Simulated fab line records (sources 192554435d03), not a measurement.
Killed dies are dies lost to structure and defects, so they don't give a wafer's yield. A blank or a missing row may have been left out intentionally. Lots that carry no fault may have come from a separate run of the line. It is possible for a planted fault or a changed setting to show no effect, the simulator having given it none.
Matching of chambers | flow n5-finfet | N5_BEOL_M0_TRENCH_ETCH_107 on rie-diel-01: 4 sister chambers
The step etches SiOC in C4F6/O2, target depth 32.8 nm, time 16.4 s. 4 wafers are shown with their chamber, then 10 later ones without.

## WAFERS, EACH WITH ITS CHAMBER
wafer  | chamber | showerhead-plenum-p-Torr (Torr)
L084.6 | 2       | 2.91
L087.5 | 1       | 2.74
L089.3 | 0       | 2.94
L089.4 | 3       | 2.80

## WAFERS WHOSE CHAMBER IS MISSING
wafer  | showerhead-plenum-p-Torr (Torr)
L089.6 | 2.80
L090.1 | 2.94
L090.4 | 2.74
L090.6 | 2.90
L094.2 | 2.74
L094.5 | 2.80
L094.6 | 2.94
L095.1 | 2.80
L095.3 | 2.74
L095.4 | 2.94

## EACH ONE'S CHAMBER
wafer  | from the rows above | in truth
L089.6 | 3                   | 3
L090.1 | 0                   | 0
L090.4 | 1                   | 1
L090.6 | 2                   | 2
L094.2 | 1                   | 1
L094.5 | 3                   | 3
L094.6 | 0                   | 0
L095.1 | 3                   | 3
L095.3 | 1                   | 1
L095.4 | 0                   | 0
Correctly placed: 10 of 10. Number that these rows cannot place: 0. Placed wrongly: 0.
How it was worked out, from the rows above alone: a wafer's distance from a chamber is the root of the sum, over the readings, of the square of ((its reading less the chamber's mean) divided by the reading's scatter). If the next closest chamber is less than 2 further off than the closest, the wafer can't be placed; otherwise it belongs to the closest. The mean given for a chamber averages the wafers shown for that chamber. The scatter: root of mean squared gap, hidden wafer to nearest shown wafer, with one shown wafer a chamber.
